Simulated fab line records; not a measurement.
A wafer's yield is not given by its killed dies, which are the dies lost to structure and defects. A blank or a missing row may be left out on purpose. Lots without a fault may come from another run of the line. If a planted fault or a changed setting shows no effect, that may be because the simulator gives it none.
fab line records    flow n5_finfet
record lots=7  wafers=21
route steps=1938 shown BEOL_M3@960 BEOL_M4@1049 BEOL_M5@1115 BEOL_M6@1251 BEOL_M7@1299 BEOL_M8@1370
start_h: hours from the record's opening day to when the first of the lot's shown wafers began    wait_h: how many hours have passed since the lot's step before this one    " identical to the entry in the row above    L1.1+2: a row that stands for several wafers    - value missing, or start not given    * or withheld: withheld    < > ~ a bound
route shown NAME@n: a module of which the file shows steps, and the number in the route of the first    usual: mean/standard deviation of fault-free wafers    same: alike in all rows    chamber/n: place in a boat    sites: readings site by site    _std_site: their standard deviation    _edge_site: mean of outer sites minus mean of inner sites    radius_mm: for every site, how far away it sits from the centre of the wafer    mask NAME#n: copy n    behind: the tool/chamber that last shaped the wafer    hold: reason for holding the lot/hours on hold/outcome of the hold    device: the n, p or np transistor that did not switch    end of line: the route-end tests of the same wafers    where a step has no rows: the recipe by itself    killed: not the wafer's yield, but the dies lost to structure and defects at the first sort    map: shows each die of a wafer: x if killed, . if not, _ if none is there
set.NAME: the run value of the setting; set.NAME@STEP: its run value at that earlier step    model.NAME: the simulator's own value behind a step, which no gauge read
lots where settings were altered on purpose, with a table for each step and a row for each wafer
## steps
# step N5_BEOL_M3_COAT_22
# recipe resist=CAR-EUV  spin_rpm=1500  resist_thk_nm=30
lot.wafer   tool            chamber  start_h  wait_h  set.spin_rpm  model.CAR-EUV_of_BEOL_M3_COAT_22.thk_nm
L074.4      litho_track-03  0        -        -       1500          30
L074.5+6    "               0        "        "       1643          28.6
L075.2+3+4  litho_track-05  0        -        -       1500          30
L084.3+5+6  litho_track-04  0        -        -       1500          30
L088.1+5    litho_track-05  0        -        -       1500          29.8
L088.3      "               0        "        "       1500          30
L091.1+2+5  litho_track-05  0        -        -       1333          31.8
L093.1      litho_track-04  0        -        -       1343          31.6
L093.2      "               0        "        "       1343          31.8
L093.5      "               0        "        "       1500          29.8
L097.4      litho_track-04  0        -        -       1595          29.2
L097.5      "               0        "        "       1595          29
L097.6      "               0        "        "       1500          30
# step N5_BEOL_M3_EBR_24
# recipe solvent=PGMEA  ebr_width_mm=1.5
# step N5_BEOL_M3_SOFTBAKE_23
# recipe temp_c=110  time_s=60  resist=CAR-EUV
# step N5_BEOL_M3_DESCUM_33
# recipe chemistry=O2  time_s=7  source_power_w=50  bias_power_w=20  pressure_mtorr=20  rf_frequency_hz=2.712e+07  temp_c=40  resist=CAR-EUV  o2_flow_sccm=225
lot.wafer   tool         chamber  start_h  wait_h  set.spin_rpm@BEOL_M3_COAT_22  model.CAR-EUV_of_BEOL_M3_COAT_22.thk_nm
L074.4      rie_diel-06  0        144.57   0.0     1500                          26
L074.5      "            1        "        "       1643                          24.8
L074.6      "            0        "        "       1643                          24.6
L075.2+3+4  rie_diel-03  2,3,3    149.69   0.0     1500                          26
L084.3      rie_diel-03  3        204.72   0.3     1500                          26.2
L084.5+6    "            0,3      "        "       1500                          26
L088.1+5    rie_diel-03  0        229.17   0.5     1500                          25.8
L088.3      "            3        "        "       1500                          26
L091.1      rie_diel-04  3        250.69   0.0     1333                          28
L091.2+5    "            2,3      "        "       1333                          27.8
L093.1      rie_diel-06  2        270.84   0.0     1343                          27.6
L093.2      "            3        "        "       1343                          27.8
L093.5      "            2        "        "       1500                          25.8
L097.4+5    rie_diel-06  2,3      290.99   0.0     1595                          25.2
L097.6      "            0        "        "       1500                          26
# step N5_BEOL_M4_COAT_76
# recipe resist=underlayer  temp_c=205  time_s=60  spin_rpm=1500  resist_thk_nm=5
lot.wafer   tool            chamber  start_h  wait_h  set.spin_rpm
L074.4+6    litho_track-02  0        -        -       1500
L074.5      "               0        "        "       1551
L075.2      litho_track-01  0        -        -       1500
L075.3+4    "               0        "        "       1573
L084.3+5+6  litho_track-02  0        -        -       1500
L088.1+3    litho_track-01  0        -        -       1500
L088.5      "               0        "        "       1423
L091.1+2    litho_track-02  0        -        -       1500
L091.5      "               0        "        "       1657
L093.1+5    litho_track-04  0        -        -       1500
L093.2      "               0        "        "       1448
L097.4+5+6  litho_track-04  0        -        -       1500
# step N5_BEOL_M4_EXPOSE_25
# recipe mask_id=V3  na=0.33  source_shape=quasar  sigma_inner=0.2  sigma_outer=0.8  polarization=unpolarized  defocus_nm=5  dose_mj=63
lot.wafer   tool            chamber  start_h  wait_h  mask  set.dose_mj
L074.4+5+6  euv_scanner-01  0        155.12   -       V3#0  63
L075.2      euv_scanner-02  0        162.25   -       V3#0  65.23
L075.3+4    "               0        "        "       V3#0  63
L084.3+5+6  euv_scanner-02  0        214.35   -       V3#0  63
L088.1      euv_scanner-02  0        237.57   -       V3#0  63
L088.3+5    "               0        "        "       V3#0  61.38
L091.1+2    euv_scanner-01  0        260.19   -       V3#0  63
L091.5      "               0        "        "       V3#0  65.13
L093.1+2+5  euv_scanner-02  0        282.24   -       V3#0  63
L097.4+6    euv_scanner-01  0        300.61   -       V3#0  65.62
L097.5      "               0        "        "       V3#0  63
# step N5_BEOL_M4_PEB_26
# recipe peb_temp_c=100  peb_time_s=60  resist=CAR-EUV
# step N5_BEOL_M4_DEVELOP_27
# recipe develop_time_s=30  developer=TMAH  resist=CAR-EUV  rinse_liquid=surfactant_rinse  dry=air_spin  dev_temp_c=23
# step N5_BEOL_M4_DESCUM_33
# recipe chemistry=O2  time_s=7  source_power_w=50  bias_power_w=20  pressure_mtorr=20  rf_frequency_hz=2.712e+07  temp_c=40  resist=CAR-EUV  o2_flow_sccm=225
# step N5_BEOL_M4_ETCH_77
# recipe chemistry=N2/H2  target=underlayer  target_depth_a=65  mask_material=CAR-EUV  time_s=5.2  ion_energy_ev=200  pressure_mtorr=30  source_w=840  bias_w=150  n2_flow_sccm=200  h2_flow_sccm=200  ends=cleared
lot.wafer  tool         chamber  start_h  wait_h  set.spin_rpm@BEOL_M4_COAT_76  model.etch.depth_nm
L074.4     rie_diel-02  0        155.50   0.0     1500                          5.013
L074.5     "            2        "        "       1551                          4.906
L074.6     "            3        "        "       1500                          4.991
L075.2     rie_diel-05  3        162.85   0.0     1500                          4.996
L075.3     "            2        "        "       1573                          4.884
L075.4     "            2        "        "       1573                          4.885
L084.3     rie_diel-02  1        214.63   0.0     1500                          5.017
L084.5     "            1        "        "       1500                          5.032
L084.6     "            2        "        "       1500                          5.003
L088.1     rie_diel-02  2        239.01   0.0     1500                          5.012
L088.3     "            1        "        "       1500                          5.023
L088.5     "            1        "        "       1423                          5.145
L091.1     rie_diel-02  0        260.70   0.0     1500                          5.003
L091.2     "            2        "        "       1500                          5
L091.5     "            2        "        "       1657                          4.761
L093.1     rie_diel-01  2        282.54   0.0     1500                          5.013
L093.2     "            3        "        "       1448                          5.116
L093.5     "            0        "        "       1500                          5.002
L097.4     rie_diel-02  3        301.38   0.0     1500                          5.014
L097.5     "            3        "        "       1500                          4.994
L097.6     "            2        "        "       1500                          5.002
# step N5_BEOL_M5_PECVD_70
# recipe material=SiO2  target_thk_a=160  temp_c=400  precursor=TEOS/O2  pressure_torr=5.5  rf_w=450  teos_flow_sccm=53.8  gas=O2  flow_sccm=3000  time_s=18
lot.wafer  tool      chamber  start_h  wait_h  set.time_s  model.SiO2_of_BEOL_M5_PECVD_70.thk_nm
L074.4+5   pecvd-01  2,0      164.06   0.1     18          16.4
L074.6     "         1        "        "       18          16.6
L075.2     pecvd-01  2        174.79   0.0     20.09       17.8
L075.3     "         0        "        "       18          16
L075.4     "         2        "        "       20.09       18.2
L084.3     pecvd-02  2        224.98   0.1     18          16.4
L084.5+6   "         2,0      "        "       18          16.2
L088.1     pecvd-01  2        250.54   0.0     18          15.8
L088.3     "         2        "        "       18          16.2
L088.5     "         1        "        "       18          16
L091.1     pecvd-03  2        271.65   0.0     15.92       14.2
L091.2+5   "         1,2      "        "       18          16.2
L093.1     pecvd-02  2        289.42   0.0     17.09       15.6
L093.2     "         1        "        "       18          16.2
L093.5     "         2        "        "       18          16.8
L097.4     pecvd-03  0        311.65   0.1     19          17.2
L097.5     "         2        "        "       18          15.8
L097.6     "         0        "        "       18          16.4
# step N5_BEOL_M5_COAT_60
# recipe resist=SiARC  temp_c=220  time_s=60  spin_rpm=1500  resist_thk_nm=12
lot.wafer   tool            chamber  start_h  wait_h  set.spin_rpm  model.SiARC_of_BEOL_M5_COAT_60.thk_nm
L074.4      litho_track-05  0        -        -       1391          12.6
L074.5+6    "               0        "        "       1500          12
L075.2+4    litho_track-03  0        -        -       1500          12
L075.3      "               0        "        "       1636          11.6
L084.3+5+6  litho_track-05  0        -        -       1500          12
L088.1+3    litho_track-05  0        -        -       1500          12
L088.5      "               0        "        "       1633          11.6
L091.1+5    litho_track-03  0        -        -       1500          12
L091.2      "               0        "        "       1337          12.6
L093.1+5    litho_track-03  0        -        -       1610          11.6
L093.2      "               0        "        "       1500          12
L097.4      litho_track-01  0        -        -       1500          12
L097.5+6    "               0        "        "       1584          11.6
# step N5_BEOL_M5_COAT_71
# recipe resist=underlayer  temp_c=205  time_s=60  spin_rpm=1500  resist_thk_nm=5
# step N5_BEOL_M5_COAT_05
# recipe resist=CAR-EUV  spin_rpm=1500  resist_thk_nm=30
# step N5_BEOL_M5_DESCUM_16
# recipe chemistry=O2  time_s=7  source_power_w=50  bias_power_w=20  pressure_mtorr=20  rf_frequency_hz=2.712e+07  temp_c=40  resist=CAR-EUV  o2_flow_sccm=225
# step N5_BEOL_M5_ETCH_72
# recipe chemistry=N2/H2  target=underlayer  target_depth_a=65  mask_material=CAR-EUV  time_s=5.2  ion_energy_ev=200  pressure_mtorr=30  source_w=840  bias_w=150  n2_flow_sccm=200  h2_flow_sccm=200  ends=cleared
# step N5_BEOL_M5_ETCH_61
# recipe chemistry=CF4  target=SiARC  target_depth_a=156  mask_material=CAR-EUV  time_s=26  ion_energy_ev=80  pressure_mtorr=40  source_w=545  bias_w=36  Ar_flow_sccm=100  cf4_flow_sccm=100  ends=cleared
lot.wafer  tool         chamber  start_h  wait_h  set.spin_rpm@BEOL_M5_COAT_60  model.etch.depth_nm
L074.4     rie_diel-06  2        166.30   0.0     1391                          12.54
L074.5+6   "            3,0      "        "       1500                          12.06
L075.2     rie_diel-04  1        177.77   0.0     1500                          12.03
L075.3     "            0        "        "       1636                          11.51
L075.4     "            3        "        "       1500                          12.05
L084.3+5   rie_diel-06  2,3      226.86   0.0     1500                          12.04
L084.6     "            0        "        "       1500                          12.07
L088.1     rie_diel-04  2        253.70   0.0     1500                          12.02
L088.3     "            3        "        "       1500                          12.04
L088.5     "            2        "        "       1633                          11.53
L091.1     rie_diel-06  1        272.89   0.0     1500                          11.99
L091.2     "            0        "        "       1337                          12.66
L091.5     "            2        "        "       1500                          12
L093.1     rie_diel-03  0        292.58   0.0     1610                          11.61
L093.2     "            3        "        "       1500                          12.05
L093.5     "            3        "        "       1610                          11.63
L097.4     rie_diel-04  3        313.07   0.0     1500                          11.98
L097.5     "            3        "        "       1584                          11.67
L097.6     "            2        "        "       1584                          11.68
# step N5_BEOL_M5_ETCH_62
# recipe chemistry=N2/H2  target=SOC  target_depth_a=750  overetch_a=150  mask_material=SiARC  temp_c=40  time_s=112.5  ion_energy_ev=200  pressure_mtorr=30  source_w=840  bias_w=150  n2_flow_sccm=200  h2_flow_sccm=200
lot.wafer   tool         chamber  start_h  wait_h  set.spin_rpm@BEOL_M5_COAT_60  model.SiARC_of_BEOL_M5_COAT_60.thk_nm
L074.4      rie_diel-06  2        166.37   0.1     1391                          7.2
L074.5+6    "            3,0      "        "       1500                          6.8
L075.2      rie_diel-04  1        177.79   0.0     1500                          6.6
L075.3      "            0        "        "       1636                          6.4
L075.4      "            3        "        "       1500                          7
L084.3+5+6  rie_diel-06  2,3,0    226.88   0.0     1500                          6.8
L088.1      rie_diel-04  2        253.73   0.0     1500                          6.6
L088.3      "            3        "        "       1500                          7
L088.5      "            2        "        "       1633                          6
L091.1      rie_diel-06  1        272.91   0.0     1500                          6.6
L091.2      "            0        "        "       1337                          7.6
L091.5      "            2        "        "       1500                          6.8
L093.1+5    rie_diel-03  0,3      292.61   0.0     1610                          6.4
L093.2      "            3        "        "       1500                          6.8
L097.4      rie_diel-04  3        313.10   0.0     1500                          6.8
L097.5      "            3        "        "       1584                          6.6
L097.6      "            2        "        "       1584                          6.2
# step N5_BEOL_M6_ALD_77
# recipe material=TaN  target_thk_a=20  temp_c=275  ald_precursor_family=PDMAT  ald_co_reactant=NH3  pressure_torr=3  carrier_flow_sccm=1500  pulse_time_s=2  purge_time_s=3  co_reactant_purge_time_s=2  co_reactant_pulse_time_s=3  ald_cycles=40  precursor_vessel_temp_c=75  precursor_vessel_pressure_torr=26.25  precursor_vessel_carrier_sccm=1000
lot.wafer   tool          chamber  start_h  wait_h  set.ald_cycles  model.TaN_of_BEOL_M6_ALD_77.thk_nm
L074.4+5    ald_metal-04  2,3      184.69   0.0     35              1.8
L074.6      "             0        "        "       40              2
L075.2+4    ald_metal-03  1,0      196.60   0.0     40              2
L075.3      "             2        "        "       43              2.2
L084.3+5+6  ald_metal-02  0,1,2    244.07   0.0     40              2
L088.1+5    ald_metal-02  0,2      268.72   0.0     46              2.4
L088.3      "             2        "        "       40              2
L091.1+2    ald_metal-03  3,0      284.88   0.1     42              2
L091.5      "             3        "        "       40              2
L093.1+5    ald_metal-04  1,2      307.59   0.0     44              2.2
L093.2      "             2        "        "       40              2
L097.4      ald_metal-04  1        329.43   0.1     42              2.2
L097.5      "             0        "        "       42              2
L097.6      "             3        "        "       40              2
# step N5_BEOL_M6_DEP_56
# recipe material=SiCN  target_thk_a=100  temp_c=withheld  precursor=3MS/NH3  pressure_torr=3  rf_w=202  time_s=17.5
lot.wafer  tool      chamber  start_h  wait_h  set.time_s  model.SiCN_of_BEOL_M6_DEP_56.thk_nm
L074.4     pecvd-02  0        186.72   0.0     19.18       10.6
L074.5     "         2        "        "       19.18       10.8
L074.6     "         1        "        "       17.5        10
L075.2+3   pecvd-02  2        198.34   0.0     15.5        9.2
L075.4     "         1        "        "       17.5        10.4
L084.3+6   pecvd-02  2,1      246.16   0.0     17.5        10
L084.5     "         0        "        "       17.5        9.6
L088.1     pecvd-03  1        270.51   0.0     17.5        9.8
L088.3     "         1        "        "       15.13       8.8
L088.5     "         1        "        "       15.13       8.6
L091.1     pecvd-03  1        288.90   0.0     16.4        9.2
L091.2     "         2        "        "       17.5        10
L091.5     "         0        "        "       16.4        9.4
L093.1+2   pecvd-02  2,0      310.13   0.0     18.33       10.4
L093.5     "         2        "        "       17.5        10.2
L097.4     pecvd-03  1        330.93   0.0     15.9        9.2
L097.5     "         0        "        "       17.5        10
L097.6     "         2        "        "       17.5        10.2
# step N5_BEOL_M7_DESCUM_33
# recipe chemistry=O2  time_s=7  source_power_w=50  bias_power_w=20  pressure_mtorr=20  rf_frequency_hz=2.712e+07  temp_c=40  resist=CAR-EUV  o2_flow_sccm=225
lot.wafer   tool         chamber  start_h  wait_h  set.time_s  model.CAR-EUV_of_BEOL_M7_COAT_22.thk_nm
L074.4+5+6  rie_diel-06  3,0,2    194.93   0.0     7           26
L075.2+3    rie_diel-06  2,3      201.83   0.0     7           26
L075.4      "            2        "        "       7           25.8
L084.3+5+6  rie_diel-04  1,0,1    251.68   0.0     7           26.2
L088.1+5    rie_diel-06  1,2      274.18   0.4     7.606       25.6
L088.3      "            3        "        "       7           26
L091.1+2+5  rie_diel-06  0,2,1    294.48   0.0     7           26
L093.1      rie_diel-06  1        315.64   0.0     8.238       25.4
L093.2      "            0        "        "       8.238       25.2
L093.5      "            1        "        "       7           26
L097.4+5    rie_diel-03  2,0      335.00   0.0     6.02        26.6
L097.6      "            1        "        "       7           26
# step N5_BEOL_M8_ETCH_65
# recipe chemistry=CF4  target=SiARC  target_depth_a=156  mask_material=CAR-EUV  time_s=26  ion_energy_ev=80  pressure_mtorr=40  source_w=545  bias_w=36  Ar_flow_sccm=100  cf4_flow_sccm=100  ends=cleared
# usual etch_rf_on_time_s=25.9/0.53  rf_vpp_V=184.2/1.3
lot.wafer  tool         chamber  start_h  wait_h  set.source_w  etch_rf_on_time_s  rf_vpp_V
L074.4     rie_diel-02  0        201.55   0.0     626.8         22.8               174.0
L074.5     "            3        "        "       626.8         22.5               177.4
L074.6     "            0        "        "       626.8         22.6               175.5
L075.2     rie_diel-01  2        212.31   0.0     447.5         29.3               195.8
L075.3     "            0        "        "       447.5         31.0               196.9
L075.4     "            3        "        "       545           24.4               185.5
L084.3     rie_diel-05  1        257.52   0.0     545           26.0               185.8
L084.5     "            2        "        "       545           25.9               181.4
L084.6     "            3        "        "       545           25.8               185.2
L088.1     rie_diel-02  1        282.06   0.0     545           26.6               184.5
L088.3     "            3        "        "       545           25.8               182.7
L088.5     "            0        "        "       612.6         23.7               176.3
L091.1     rie_diel-05  2        301.48   0.0     545           25.7               183.6
L091.2     "            1        "        "       593.7         24.0               179.8
L091.5     "            3        "        "       593.7         23.9               179.5
L093.1     rie_diel-05  1        325.66   0.0     619.1         23.3               177.1
L093.2     "            3        "        "       545           26.1               185.5
L093.5     "            3        "        "       619.1         23.4               177.9
L097.4     rie_diel-02  3        342.37   0.0     545           25.8               184.1
L097.5     "            1        "        "       545           26.7               184.7
L097.6     "            2        "        "       545           26.5               182.8
## key
split step=N5_BEOL_M3_COAT_22  setting=spin_rpm  stated=1500  by=wafer
response step=N5_BEOL_M3_COAT_22  reading=model.CAR-EUV_of_BEOL_M3_COAT_22.thk_nm  change=-0.162  per=1%  r=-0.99
response step=N5_BEOL_M3_DESCUM_33  reading=model.CAR-EUV_of_BEOL_M3_COAT_22.thk_nm  change=-0.155  per=1%  r=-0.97
split step=N5_BEOL_M4_COAT_76  setting=spin_rpm  stated=1500  by=wafer
response step=N5_BEOL_M4_ETCH_77  reading=model.etch.depth_nm  change=-0.0241  per=1%  r=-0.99
split step=N5_BEOL_M4_EXPOSE_25  setting=dose_mj  stated=63  by=wafer
response none clear
split step=N5_BEOL_M5_PECVD_70  setting=time_s  stated=18  by=wafer
response step=N5_BEOL_M5_PECVD_70  reading=model.SiO2_of_BEOL_M5_PECVD_70.thk_nm  change=+0.175  per=1%  r=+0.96
split step=N5_BEOL_M5_COAT_60  setting=spin_rpm  stated=1500  by=wafer
response step=N5_BEOL_M5_COAT_60  reading=model.SiARC_of_BEOL_M5_COAT_60.thk_nm  change=-0.0557  per=1%  r=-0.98
response step=N5_BEOL_M5_ETCH_61  reading=model.etch.depth_nm  change=-0.0599  per=1%  r=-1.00
response step=N5_BEOL_M5_ETCH_62  reading=model.SiARC_of_BEOL_M5_COAT_60.thk_nm  change=-0.0686  per=1%  r=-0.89
split step=N5_BEOL_M6_ALD_77  setting=ald_cycles  stated=40  by=wafer
response step=N5_BEOL_M6_ALD_77  reading=model.TaN_of_BEOL_M6_ALD_77.thk_nm  change=+0.0213  per=1%  r=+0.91
split step=N5_BEOL_M6_DEP_56  setting=time_s  stated=17.5  by=wafer
response step=N5_BEOL_M6_DEP_56  reading=model.SiCN_of_BEOL_M6_DEP_56.thk_nm  change=+0.0886  per=1%  r=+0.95
split step=N5_BEOL_M7_DESCUM_33  setting=time_s  stated=7  by=wafer
response step=N5_BEOL_M7_DESCUM_33  reading=model.CAR-EUV_of_BEOL_M7_COAT_22.thk_nm  change=-0.0415  per=1%  r=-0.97
split step=N5_BEOL_M8_ETCH_65  setting=source_w  stated=545  by=wafer
response step=N5_BEOL_M8_ETCH_65  reading=etch_rf_on_time_s  change=*  per=1%  r=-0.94
response step=N5_BEOL_M8_ETCH_65  reading=rf_vpp_V  change=-0.581  per=1%  r=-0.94
